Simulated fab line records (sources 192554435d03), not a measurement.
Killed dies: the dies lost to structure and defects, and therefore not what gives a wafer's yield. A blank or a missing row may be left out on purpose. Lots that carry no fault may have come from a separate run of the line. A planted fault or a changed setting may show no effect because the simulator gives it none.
fab line records	flow n5_finfet
record lots=24	wafers=72	last_day=17
route steps=1938 shown BEOL_M6@1250 BEOL_M7@1301
lots untouched by any fault: they come from a run of this same line in which no faults occurred
start_h: start of the lot's first displayed wafer, in hours after the record's first day	wait_h: time in hours since the lot's previous step	" same as the row above	L1.1+2: several wafers, shown together as one row	- no value, or no start was given	* or withheld: withheld	< > ~ a bound
route shown NAME@n: a module of which the file shows steps, and the number in the route of the first	usual: the fault-free wafers' mean and standard deviation	same: alike in all rows	chamber/n: place in a boat	sites: per-site readings	_std_site: standard deviation across them	_edge_site: outer sites' mean less inner sites'	radius_mm: how far each site lies from the wafer's centre	mask NAME#n: copy n	behind: tool/chamber where the wafer was last shaped	hold: the reason the lot was held/the length of the hold in hours/how it ended	device: transistor that didn't switch, given as n, p or np	end of line: the same wafers' tests at the end of the route	step lacking rows: just its recipe	killed: dies that structure and defects cost at the first sort, which is not the same as the wafer's yield	map: the dies of a wafer, with x for killed, . for not killed, _ for no die there
set.NAME: the run value of the setting; set.NAME@STEP: its run value at that earlier step	model.NAME: the simulator's own value behind a step, which no gauge read
route steps across a sampled set of lots; one table per step, one row per wafer
services: a tool's chamber out of use, with start hour (start_h, from the record's first day; less than 0 if before it), hours out, and reason
## steps
# step N5_BEOL_M6_PRE_CLEAN_45
# recipe gas=H2/He	time_s=30	temp_c=250
# usual heater_power_w=351/31
lot.wafer	tool	chamber	start_h	wait_h	heater_power_w
L074.4	pvd_sputter-03	-	174.69	0.0	323
L074.5	"	-	"	"	326
L074.6	"	-	"	"	318
L075.1	pvd_sputter-01	-	189.44	0.0	347
L075.3	"	-	"	"	360
L075.6	"	-	"	"	350
L076.1	pvd_sputter-03	-	199.65	0.0	323
L076.3	"	-	"	"	368
L076.5	"	-	"	"	315
L077.1	pvd_sputter-01	-	200.24	0.0	347
L077.2	"	-	"	"	334
L077.5	"	-	"	"	345
L078.1	pvd_sputter-02	-	217.92	0.0	310
L078.3	"	-	"	"	357
L078.5	"	-	"	"	315
L080.1	pvd_sputter-02	-	218.46	0.0	320
L080.4	"	-	"	"	431
L080.6	"	-	"	"	354
L079.2	pvd_sputter-02	-	218.54	0.0	346
L079.4	"	-	"	"	440
L079.5	"	-	"	"	431
L081.3	pvd_sputter-01	-	221.61	0.0	351
L081.4	"	-	"	"	343
L081.5	"	-	"	"	339
L082.2	pvd_sputter-02	-	242.33	0.0	345
L082.3	"	-	"	"	426
L082.6	"	-	"	"	320
L083.3	pvd_sputter-03	-	244.95	0.0	339
L083.4	"	-	"	"	322
L083.5	"	-	"	"	318
L084.4	pvd_sputter-02	-	248.84	0.0	364
L084.5	"	-	"	"	361
L084.6	"	-	"	"	341
L085.2	pvd_sputter-01	-	249.39	0.0	348
L085.4	"	-	"	"	355
L085.5	"	-	"	"	330
L086.1	pvd_sputter-01	-	252.80	0.0	342
L086.2	"	-	"	"	342
L086.6	"	-	"	"	349
L087.1	pvd_sputter-03	-	253.19	0.0	328
L087.2	"	-	"	"	319
L087.3	"	-	"	"	383
L088.1	pvd_sputter-02	-	272.29	0.0	359
L088.4	"	-	"	"	313
L088.5	"	-	"	"	363
L089.1	pvd_sputter-02	-	276.62	0.0	316
L089.3	"	-	"	"	414
L089.6	"	-	"	"	345
L090.3	pvd_sputter-02	-	281.94	0.0	426
L090.4	"	-	"	"	363
L090.6	"	-	"	"	431
L091.1	pvd_sputter-02	-	294.01	0.0	348
L091.2	"	-	"	"	434
L091.6	"	-	"	"	322
L092.1	pvd_sputter-01	-	306.11	0.0	360
L092.2	"	-	"	"	346
L092.3	"	-	"	"	334
L095.1	pvd_sputter-02	-	314.08	0.0	311
L095.4	"	-	"	"	365
L095.5	"	-	"	"	429
L093.3	pvd_sputter-03	-	316.27	0.0	371
L093.4	"	-	"	"	350
L093.6	"	-	"	"	324
L097.2	pvd_sputter-01	-	316.80	0.0	341
L097.3	"	-	"	"	355
L097.6	"	-	"	"	343
L094.1	pvd_sputter-01	-	323.54	0.0	353
L094.4	"	-	"	"	335
L094.6	"	-	"	"	348
L096.3	pvd_sputter-01	-	331.14	0.0	337
L096.4	"	-	"	"	361
L096.6	"	-	"	"	332
# step N5_BEOL_M7_ETCH_65
# recipe chemistry=CF4	target=SiARC	target_depth_a=156	mask_material=CAR-EUV	time_s=26	ion_energy_ev=80	pressure_mtorr=40	source_w=545	bias_w=36	Ar_flow_sccm=100	cf4_flow_sccm=100	ends=cleared
# usual drypump_motor_current_A=5.7/0.51	etch_rf_on_time_s=26.0/0.42	oes_product_au=0.68/0.072	rf_fwd_power_W=531.8/1.7	rf_vpp_V=183.8/1.1	showerhead_plenum_p_Torr=2.11/0.066	throttle_valve_pct=15.48/0.16
lot.wafer	tool	chamber	start_h	wait_h	drypump_motor_current_A	etch_rf_on_time_s	oes_product_au	rf_fwd_power_W	rf_hours_counter_h	rf_vpp_V	showerhead_plenum_p_Torr	throttle_valve_pct
L074.4	rie_diel-06	0	181.38	0.0	5.8	25.2	0.82	531.2	13	183.3	2.10	15.27
L074.5	"	3	"	"	5.9	25.6	0.73	532.0	-	183.0	2.09	15.29
L074.6	"	0	"	"	5.8	25.5	0.82	530.7	-	184.0	2.10	15.27
L075.1	rie_diel-01	2	197.11	0.0	4.9	26.1	0.68	530.0	78	182.0	2.08	15.35
L075.3	"	1	"	"	5.8	26.4	0.64	531.5	153	183.5	2.05	15.36
L075.6	"	3	"	"	4.7	26.0	0.69	529.2	-	183.5	2.07	15.38
L076.1	rie_diel-02	1	206.31	0.0	6.0	25.6	0.81	531.9	11	184.0	2.10	15.41
L076.3	"	0	"	"	6.0	25.8	0.60	529.9	228	184.1	2.11	15.73
L076.5	"	2	"	"	6.0	25.4	0.80	533.4	-	184.1	2.10	15.48
L077.1	rie_diel-06	0	206.63	0.0	5.8	25.3	0.81	531.0	21	182.5	2.10	15.28
L077.2	"	2	"	"	5.7	26.3	0.59	530.3	225	184.2	2.11	15.46
L077.5	"	3	"	"	5.9	25.6	0.72	528.8	-	184.2	2.08	15.33
L078.1	rie_diel-06	1	224.86	0.0	6.7	26.6	0.73	533.4	61	185.0	2.25	15.53
L078.3	"	0	"	"	5.8	25.6	0.79	532.8	29	184.3	2.09	15.29
L078.5	"	1	"	"	6.7	26.3	0.74	530.9	-	185.0	2.25	15.54
L080.1	rie_diel-01	2	225.27	0.0	5.0	25.5	0.69	529.0	87	185.1	2.08	15.37
L080.4	"	0	"	"	5.7	26.5	0.62	528.3	162	184.9	2.23	15.80
L080.6	"	1	"	"	5.8	26.0	0.63	531.3	-	182.0	2.05	15.35
L079.2	rie_diel-01	1	225.67	0.0	5.8	26.4	0.64	530.2	162	182.1	2.05	15.35
L079.4	"	3	"	"	4.7	26.0	0.68	530.4	106	184.8	2.07	15.41
L079.5	"	0	"	"	5.8	26.3	0.62	532.4	-	186.0	2.23	15.81
L081.3	rie_diel-01	3	228.41	0.0	4.7	26.0	0.68	533.0	107	184.2	2.07	15.40
L081.4	"	2	"	"	4.9	25.5	0.68	530.5	88	183.3	2.08	15.38
L081.5	"	1	"	"	5.8	25.9	0.63	533.3	-	184.1	2.05	15.36
L082.2	rie_diel-06	1	247.83	0.0	6.6	26.6	0.72	531.7	68	185.6	2.25	15.55
L082.3	"	0	"	"	5.8	25.6	0.77	532.1	36	182.9	2.09	15.31
L082.6	"	3	"	"	5.9	25.5	0.71	533.4	-	183.8	2.08	15.34
L083.3	rie_diel-01	0	251.47	0.0	5.7	26.7	0.62	534.8	171	186.1	2.22	15.81
L083.4	"	3	"	"	4.7	26.4	0.68	531.6	113	182.3	2.06	15.41
L083.5	"	1	"	"	5.8	26.4	0.62	532.1	-	181.8	2.05	15.36
L084.4	rie_diel-06	1	253.62	0.0	6.6	26.7	0.72	532.8	69	184.8	2.25	15.56
L084.5	"	0	"	"	5.8	25.7	0.77	534.5	-	183.8	2.09	15.33
L084.6	"	1	"	"	6.6	26.8	0.72	533.4	-	185.7	2.25	15.55
L085.2	rie_diel-02	1	256.16	0.0	6.0	25.7	0.79	531.6	23	181.9	2.10	15.45
L085.4	"	0	"	"	5.9	26.1	0.60	533.1	241	183.9	2.11	15.75
L085.5	"	2	"	"	6.0	25.7	0.77	532.6	-	181.9	2.10	15.53
L087.1	rie_diel-01	0	259.24	0.0	5.7	26.5	0.61	532.1	174	185.0	2.22	15.81
L087.2	"	2	"	"	5.0	25.6	0.67	533.3	99	183.4	2.08	15.39
L087.3	"	1	"	"	5.8	25.9	0.63	529.1	173	183.0	2.05	15.39
L086.1	rie_diel-06	2	259.89	0.0	5.7	26.7	0.58	532.5	245	182.7	2.10	15.46
L086.2	"	3	"	"	5.9	26.0	0.70	529.6	80	182.8	2.08	15.36
L086.6	"	2	"	"	5.7	26.5	0.58	532.0	-	184.4	2.10	15.48
L088.1	rie_diel-02	2	278.85	0.0	6.0	26.0	0.75	530.9	41	183.3	2.09	15.54
L088.4	"	3	"	"	5.5	26.4	0.57	530.6	233	184.5	2.19	15.70
L088.5	"	3	"	"	5.6	26.6	0.57	531.4	-	184.9	2.19	15.69
L089.1	rie_diel-01	3	282.05	0.0	4.7	26.1	0.67	531.0	124	183.6	2.06	15.44
L089.3	"	2	"	"	4.9	25.5	0.67	529.4	106	182.6	2.08	15.42
L089.6	"	0	"	"	5.8	26.3	0.62	530.9	-	185.1	2.22	15.83
L090.3	rie_diel-01	0	289.73	0.0	5.8	26.5	0.61	532.9	185	184.3	2.22	15.85
L090.4	"	2	"	"	5.0	26.0	0.66	533.7	110	182.3	2.07	15.41
L090.6	"	1	"	"	5.8	26.3	0.62	530.0	-	182.7	2.04	15.40
L091.1	rie_diel-06	1	301.23	0.0	6.6	26.6	0.71	531.2	79	186.1	2.25	15.57
L091.2	"	2	"	"	5.7	26.7	0.57	533.4	252	182.4	2.10	15.50
L091.6	"	2	"	"	5.7	26.6	0.57	532.6	-	184.2	2.10	15.50
L092.1	rie_diel-02	1	313.10	0.0	6.0	25.7	0.76	532.4	44	183.4	2.09	15.48
L092.2	"	2	"	"	6.0	26.2	0.74	536.0	55	182.8	2.09	15.56
L092.3	"	3	"	"	5.6	26.3	0.57	534.7	246	183.6	2.19	15.75
L095.1	rie_diel-02	1	322.89	0.0	6.0	25.9	0.75	533.7	47	182.6	2.09	15.50
L095.4	"	3	"	"	5.6	26.2	0.56	528.4	249	184.8	2.19	15.75
L095.5	"	1	"	"	6.0	26.0	0.75	531.9	-	183.9	2.09	15.47
L093.3	rie_diel-06	3	324.71	0.0	5.9	25.8	0.68	530.5	97	183.1	2.07	15.39
L093.4	"	0	"	"	5.8	25.3	0.75	532.7	-	183.9	2.08	15.35
L093.6	"	3	"	"	5.9	25.8	0.68	532.2	-	183.5	2.07	15.38
L097.2	rie_diel-06	3	325.10	0.0	5.9	25.7	0.68	530.5	97	183.0	2.07	15.38
L097.3	"	1	"	"	6.6	26.4	0.70	530.6	88	185.8	2.24	15.61
L097.6	"	3	"	"	5.9	25.8	0.69	528.0	-	182.8	2.07	15.40
L094.1	rie_diel-01	1	330.34	0.0	5.8	25.9	0.61	532.5	199	183.7	2.04	15.45
L094.4	"	3	"	"	4.7	25.9	0.67	530.9	140	182.8	2.06	15.47
L094.6	"	1	"	"	5.8	26.2	0.61	531.6	-	182.7	2.04	15.44
L096.3	rie_diel-01	2	339.16	0.0	4.9	26.1	0.66	534.5	120	183.8	2.07	15.45
L096.4	"	1	"	"	5.8	26.4	0.60	531.3	202	183.0	2.04	15.44
L096.6	"	0	"	"	5.7	27.0	0.59	532.9	-	184.7	2.21	15.88
# step N5_BEOL_M7_PRE_CLEAN_45
# recipe gas=H2/He	time_s=30	temp_c=250
# usual heater_power_w=355/34
lot.wafer	tool	chamber	start_h	wait_h	heater_power_w
L074.4	pvd_sputter-02	-	182.35	0.0	436
L074.5	"	-	"	"	368
L074.6	"	-	"	"	314
L075.1	pvd_sputter-01	-	199.34	0.0	357
L075.3	"	-	"	"	343
L075.6	"	-	"	"	352
L076.1	pvd_sputter-01	-	207.58	0.0	336
L076.3	"	-	"	"	346
L076.5	"	-	"	"	348
L077.1	pvd_sputter-01	-	208.14	0.0	328
L077.2	"	-	"	"	352
L077.5	"	-	"	"	340
L078.1	pvd_sputter-02	-	225.86	0.0	363
L078.3	"	-	"	"	321
L078.5	"	-	"	"	343
L080.1	pvd_sputter-01	-	226.41	0.0	345
L080.4	"	-	"	"	342
L080.6	"	-	"	"	350
L079.2	pvd_sputter-02	-	226.61	0.0	435
L079.4	"	-	"	"	317
L079.5	"	-	"	"	320
L081.3	pvd_sputter-03	-	229.63	0.0	326
L081.4	"	-	"	"	333
L081.5	"	-	"	"	343
L082.2	pvd_sputter-03	-	248.85	0.0	336
L082.3	"	-	"	"	332
L082.6	"	-	"	"	346
L083.3	pvd_sputter-01	-	252.72	0.0	340
L083.4	"	-	"	"	359
L083.5	"	-	"	"	344
L084.4	pvd_sputter-03	-	254.57	0.0	329
L084.5	"	-	"	"	322
L084.6	"	-	"	"	383
L085.2	pvd_sputter-02	-	257.26	0.0	432
L085.4	"	-	"	"	366
L085.5	"	-	"	"	316
L087.1	pvd_sputter-03	-	260.49	0.0	352
L087.2	"	-	"	"	376
L087.3	"	-	"	"	322
L086.1	pvd_sputter-02	-	261.12	0.0	323
L086.2	"	-	"	"	341
L086.6	"	-	"	"	315
L088.1	pvd_sputter-02	-	279.86	0.0	325
L088.4	"	-	"	"	435
L088.5	"	-	"	"	350
L089.1	pvd_sputter-02	-	283.23	0.0	426
L089.3	"	-	"	"	367
L089.6	"	-	"	"	367
L090.3	pvd_sputter-02	-	292.53	0.0	365
L090.4	"	-	"	"	322
L090.6	"	-	"	"	433
L091.1	pvd_sputter-02	-	302.20	0.0	346
L091.2	"	-	"	"	437
L091.6	"	-	"	"	428
L092.1	pvd_sputter-02	-	314.16	0.0	348
L092.2	"	-	"	"	364
L092.3	"	-	"	"	310
L095.1	pvd_sputter-01	-	323.82	0.0	340
L095.4	"	-	"	"	357
L095.5	"	-	"	"	341
L093.3	pvd_sputter-02	-	325.66	0.0	354
L093.4	"	-	"	"	316
L093.6	"	-	"	"	434
L097.2	pvd_sputter-03	-	327.17	0.0	326
L097.3	"	-	"	"	382
L097.6	"	-	"	"	345
L094.1	pvd_sputter-01	-	331.32	0.0	354
L094.4	"	-	"	"	357
L094.6	"	-	"	"	336
L096.3	pvd_sputter-02	-	340.73	0.0	426
L096.4	"	-	"	"	319
L096.6	"	-	"	"	351
# step N5_BEOL_M7_SURFACE_TREAT_79
# recipe gas=Ar	time_s=*	ion_energy_ev=*	ion_current_ma_cm2=0.5	pressure_mtorr=*	ar_flow_sccm=30
# usual throttle_valve_pct=*
lot.wafer	tool	chamber	start_h	wait_h	throttle_valve_pct
L074.4	pvd_sputter-02	-	182.77	0.2	*
L074.5	"	-	"	"	*
L074.6	"	-	"	"	*
L075.1	pvd_sputter-03	-	199.69	0.2	*
L075.3	"	-	"	"	*
L075.6	"	-	"	"	*
L076.1	pvd_sputter-01	-	208.02	0.2	*
L076.3	"	-	"	"	*
L076.5	"	-	"	"	*
L077.1	pvd_sputter-03	-	209.03	0.7	*
L077.2	"	-	"	"	*
L077.5	"	-	"	"	*
L078.1	pvd_sputter-01	-	226.25	0.2	*
L078.3	"	-	"	"	*
L078.5	"	-	"	"	*
L080.1	pvd_sputter-02	-	226.79	0.2	*
L080.4	"	-	"	"	*
L080.6	"	-	"	"	*
L079.2	pvd_sputter-02	-	227.02	0.2	*
L079.4	"	-	"	"	*
L079.5	"	-	"	"	*
L081.3	pvd_sputter-02	-	230.28	0.5	*
L081.4	"	-	"	"	*
L081.5	"	-	"	"	*
L082.2	pvd_sputter-02	-	249.28	0.2	*
L082.3	"	-	"	"	*
L082.6	"	-	"	"	*
L083.3	pvd_sputter-03	-	253.11	0.2	*
L083.4	"	-	"	"	*
L083.5	"	-	"	"	*
L084.4	pvd_sputter-01	-	254.91	0.2	*
L084.5	"	-	"	"	*
L084.6	"	-	"	"	*
L085.2	pvd_sputter-02	-	257.62	0.2	*
L085.4	"	-	"	"	*
L085.5	"	-	"	"	*
L087.1	pvd_sputter-02	-	261.03	0.2	*
L087.2	"	-	"	"	*
L087.3	"	-	"	"	*
L086.1	pvd_sputter-03	-	261.61	0.3	*
L086.2	"	-	"	"	*
L086.6	"	-	"	"	*
L088.1	pvd_sputter-02	-	281.78	1.7	*
L088.4	"	-	"	"	*
L088.5	"	-	"	"	*
L089.1	pvd_sputter-02	-	285.45	1.8	*
L089.3	"	-	"	"	*
L089.6	"	-	"	"	*
L090.3	pvd_sputter-01	-	292.89	0.2	*
L090.4	"	-	"	"	*
L090.6	"	-	"	"	*
L091.1	pvd_sputter-02	-	302.64	0.2	*
L091.2	"	-	"	"	*
L091.6	"	-	"	"	*
L092.1	pvd_sputter-01	-	314.54	0.2	*
L092.2	"	-	"	"	*
L092.3	"	-	"	"	*
L095.1	pvd_sputter-02	-	324.23	0.2	*
L095.4	"	-	"	"	*
L095.5	"	-	"	"	*
L093.3	pvd_sputter-03	-	327.01	1.0	*
L093.4	"	-	"	"	*
L093.6	"	-	"	"	*
L097.2	pvd_sputter-03	-	327.53	0.2	*
L097.3	"	-	"	"	*
L097.6	"	-	"	"	*
L094.1	pvd_sputter-01	-	331.86	0.2	*
L094.4	"	-	"	"	*
L094.6	"	-	"	"	*
L096.3	pvd_sputter-02	-	341.09	0.2	*
L096.4	"	-	"	"	*
L096.6	"	-	"	"	*
# step N5_BEOL_M7_DEP_56
# recipe material=SiCN	target_thk_a=100	temp_c=withheld	precursor=3MS/NH3	pressure_torr=3	rf_w=202	time_s=17.5
# usual rf_fwd_power_W=199.4/0.73	showerhead_plenum_p_Torr=3.662/0.012	throttle_valve_pct=9.2/0.61
lot.wafer	tool	chamber	start_h	wait_h	rf_fwd_power_W	showerhead_plenum_p_Torr	throttle_valve_pct
L074.4	pecvd-02	2	184.12	0.0	199.7	3.660	9.3
L074.5	"	1	"	"	200.1	3.662	10.0
L074.6	"	0	"	"	199.2	3.644	9.8
L075.1	pecvd-03	1	200.90	0.0	199.5	3.664	8.8
L075.3	"	0	"	"	198.6	3.682	8.6
L075.6	"	0	"	"	199.3	3.674	8.8
L076.1	pecvd-03	0	209.16	0.0	199.6	3.681	8.5
L076.3	"	0	"	"	198.7	3.683	8.5
L076.5	"	1	"	"	199.6	3.663	8.7
L077.1	pecvd-04	1	210.13	0.0	199.6	3.656	9.6
L077.2	"	0	"	"	198.4	3.681	9.9
L077.5	"	0	"	"	198.4	3.674	9.7
L078.1	pecvd-04	0	227.36	0.0	198.4	3.676	9.6
L078.3	"	2	"	"	200.0	3.669	8.4
L078.5	"	1	"	"	200.1	3.663	9.6
L080.1	pecvd-02	2	228.13	0.0	199.3	3.648	9.2
L080.4	"	2	"	"	199.0	3.653	9.1
L080.6	"	2	"	"	198.2	3.650	9.5
L079.2	pecvd-04	0	228.24	0.0	197.8	3.667	9.5
L079.4	"	1	"	"	200.9	3.663	9.6
L079.5	"	0	"	"	198.4	3.678	9.5
L081.3	pecvd-03	1	231.62	0.0	199.8	3.655	9.0
L081.4	"	0	"	"	199.3	3.671	8.7
L081.5	"	0	"	"	200.3	3.678	8.4
L082.2	pecvd-03	2	250.93	0.0	199.9	3.641	8.1
L082.3	"	0	"	"	199.3	3.669	8.5
L082.6	"	2	"	"	199.3	3.646	7.8
L083.3	pecvd-03	2	254.40	0.0	199.1	3.645	7.7
L083.4	"	2	"	"	198.6	3.646	8.1
L083.5	"	0	"	"	199.1	3.686	8.6
L084.4	pecvd-03	0	257.90	0.0	199.6	3.671	8.5
L084.5	"	1	"	"	198.2	3.667	8.9
L084.6	"	2	"	"	198.8	3.645	7.9
L085.2	pecvd-04	2	258.82	0.0	199.5	3.661	8.4
L085.4	"	0	"	"	199.3	3.673	9.7
L085.5	"	2	"	"	200.6	3.664	8.4
L087.1	pecvd-03	1	262.39	0.0	198.9	3.649	8.7
L087.2	"	2	"	"	200.0	3.650	8.2
L087.3	"	0	"	"	199.3	3.673	8.6
L086.1	pecvd-02	2	263.13	0.0	199.2	3.643	9.5
L086.2	"	0	"	"	199.5	3.639	9.4
L086.6	"	2	"	"	199.4	3.649	9.1
L088.1	pecvd-04	1	283.10	0.0	200.5	3.654	9.6
L088.4	"	2	"	"	200.8	3.673	8.6
L088.5	"	1	"	"	200.8	3.660	9.6
L089.1	pecvd-02	0	287.21	0.0	199.2	3.639	9.5
L089.3	"	2	"	"	200.3	3.655	9.2
L089.6	"	2	"	"	200.4	3.654	9.4
L090.3	pecvd-03	0	293.98	0.0	199.3	3.677	8.7
L090.4	"	1	"	"	199.4	3.663	8.9
L090.6	"	0	"	"	199.8	3.683	8.6
L091.1	pecvd-04	0	305.47	0.0	199.1	3.672	9.7
L091.2	"	1	"	"	199.7	3.663	9.5
L091.6	"	2	"	"	200.6	3.666	8.6
L092.1	pecvd-04	1	316.92	0.0	199.6	3.658	9.6
L092.2	"	2	"	"	199.4	3.662	8.5
L092.3	"	0	"	"	199.6	3.670	9.5
L095.1	pecvd-04	0	325.72	0.0	197.8	3.667	9.7
L095.4	"	0	"	"	198.1	3.674	9.7
L095.5	"	2	"	"	200.8	3.666	8.6
L093.3	pecvd-02	0	328.08	0.0	198.7	3.640	9.6
L093.4	"	2	"	"	199.2	3.653	9.2
L093.6	"	1	"	"	199.7	3.674	10.0
L097.2	pecvd-02	1	328.74	0.0	199.6	3.673	9.9
L097.3	"	0	"	"	199.1	3.639	9.7
L097.6	"	1	"	"	200.1	3.674	10.2
L094.1	pecvd-04	1	333.16	0.0	200.3	3.653	9.8
L094.4	"	0	"	"	198.7	3.670	9.8
L094.6	"	1	"	"	199.9	3.660	9.7
L096.3	pecvd-02	0	342.99	0.0	199.6	3.653	9.5
L096.4	"	0	"	"	198.9	3.643	10.1
L096.6	"	1	"	"	199.3	3.672	10.1
# step N5_BEOL_M7_RS_MEAS_57
# recipe thk_meas_gauge=four-point-probe	reads=Cu_of_BEOL_M7_ECD_50+Co_of_BEOL_M7_CVD_78+TaN_of_BEOL_M7_ALD_77
# usual M7_RS=0.288/0.0059
lot.wafer	tool	chamber	start_h	wait_h	M7_RS[ohm/sq]
L074.4	film_metro-01	-	184.17	0.0	0.282
L074.5	"	-	"	"	0.288
L074.6	"	-	"	"	0.282
L075.1	film_metro-01	-	200.98	0.1	0.280
L075.3	"	-	"	"	0.294
L075.6	"	-	"	"	0.279
L076.1	film_metro-02	-	209.25	0.1	0.287
L076.3	"	-	"	"	0.297
L076.5	"	-	"	"	0.282
L077.1	film_metro-01	-	210.21	0.1	0.278
L077.2	"	-	"	"	0.296
L077.5	"	-	"	"	0.284
L078.1	film_metro-01	-	227.42	0.1	0.284
L078.3	"	-	"	"	0.278
L078.5	"	-	"	"	0.285
L080.1	film_metro-02	-	228.22	0.1	0.283
L080.4	"	-	"	"	0.290
L080.6	"	-	"	"	0.296
L079.2	film_metro-01	-	228.31	0.1	0.286
L079.4	"	-	"	"	0.279
L079.5	"	-	"	"	0.284
L081.3	film_metro-01	-	231.69	0.1	0.286
L081.4	"	-	"	"	0.278
L081.5	"	-	"	"	0.285
L082.2	film_metro-01	-	251.00	0.1	0.288
L082.3	"	-	"	"	0.276
L082.6	"	-	"	"	0.286
L083.3	film_metro-01	-	254.47	0.1	0.296
L083.4	"	-	"	"	0.285
L083.5	"	-	"	"	0.290
L084.4	film_metro-01	-	257.95	0.0	0.292
L084.5	"	-	"	"	0.288
L084.6	"	-	"	"	0.291
L085.2	film_metro-02	-	258.89	0.1	0.285
L085.4	"	-	"	"	0.288
L085.5	"	-	"	"	0.288
L087.1	film_metro-02	-	262.46	0.1	0.290
L087.2	"	-	"	"	0.277
L087.3	"	-	"	"	0.291
L086.1	film_metro-01	-	263.20	0.1	0.302
L086.2	"	-	"	"	0.284
L086.6	"	-	"	"	0.300
L088.1	film_metro-01	-	283.17	0.1	0.276
L088.4	"	-	"	"	0.292
L088.5	"	-	"	"	0.299
L089.1	film_metro-02	-	287.28	0.1	0.291
L089.3	"	-	"	"	0.283
L089.6	"	-	"	"	0.294
L090.3	film_metro-02	-	294.05	0.1	0.291
L090.4	"	-	"	"	0.290
L090.6	"	-	"	"	0.298
L091.1	film_metro-02	-	305.54	0.1	0.296
L091.2	"	-	"	"	0.294
L091.6	"	-	"	"	0.296
L092.1	film_metro-02	-	316.99	0.1	0.287
L092.2	"	-	"	"	0.284
L092.3	"	-	"	"	0.295
L095.1	film_metro-01	-	325.79	0.1	0.286
L095.4	"	-	"	"	0.294
L095.5	"	-	"	"	0.276
L093.3	film_metro-01	-	328.15	0.1	0.283
L093.4	"	-	"	"	0.281
L093.6	"	-	"	"	0.278
L097.2	film_metro-01	-	328.81	0.1	0.288
L097.3	"	-	"	"	0.289
L097.6	"	-	"	"	0.288
L094.1	film_metro-01	-	333.23	0.1	0.295
L094.4	"	-	"	"	0.289
L094.6	"	-	"	"	0.295
L096.3	film_metro-01	-	343.06	0.1	0.286
L096.4	"	-	"	"	0.293
L096.6	"	-	"	"	0.297
## services
tool	chamber	start_h	hours	kind
pecvd-04	0	173.37	10.2	repair
pecvd-04	2	190.12	32.7	repair
pecvd-03	1	193.83	5.5	scheduled_down
pecvd-03	2	198.64	13.5	repair
pecvd-03	2	212.18	-	clean
pecvd-03	2	212.18	-	consumable_replace:showerhead
rie_diel-02	-	215.56	14.6	pm
rie_diel-01	-	231.04	0.4	repair
pecvd-04	-	249.40	0.3	repair
pecvd-04	0	267.41	5.0	scheduled_down
pecvd-02	-	274.24	0.2	repair
pecvd-02	-	274.66	5.5	pm
rie_diel-06	-	276.05	14.6	pm
rie_diel-02	-	279.98	0.2	repair
pecvd-04	-	292.55	1.2	repair
pecvd-03	-	294.43	10.2	repair
rie_diel-06	2	307.59	1.2	repair
rie_diel-06	2	308.94	-	clean
rie_diel-06	2	308.94	-	consumable_replace:focus_ring
rie_diel-06	2	308.94	16.3	scheduled_down
rie_diel-06	2	308.94	16.3	vent_cycle
rie_diel-02	0	316.35	5.3	repair
pvd_sputter-02	-	317.00	6.5	repair
rie_diel-06	2	335.32	3.3	repair
## key
fault none
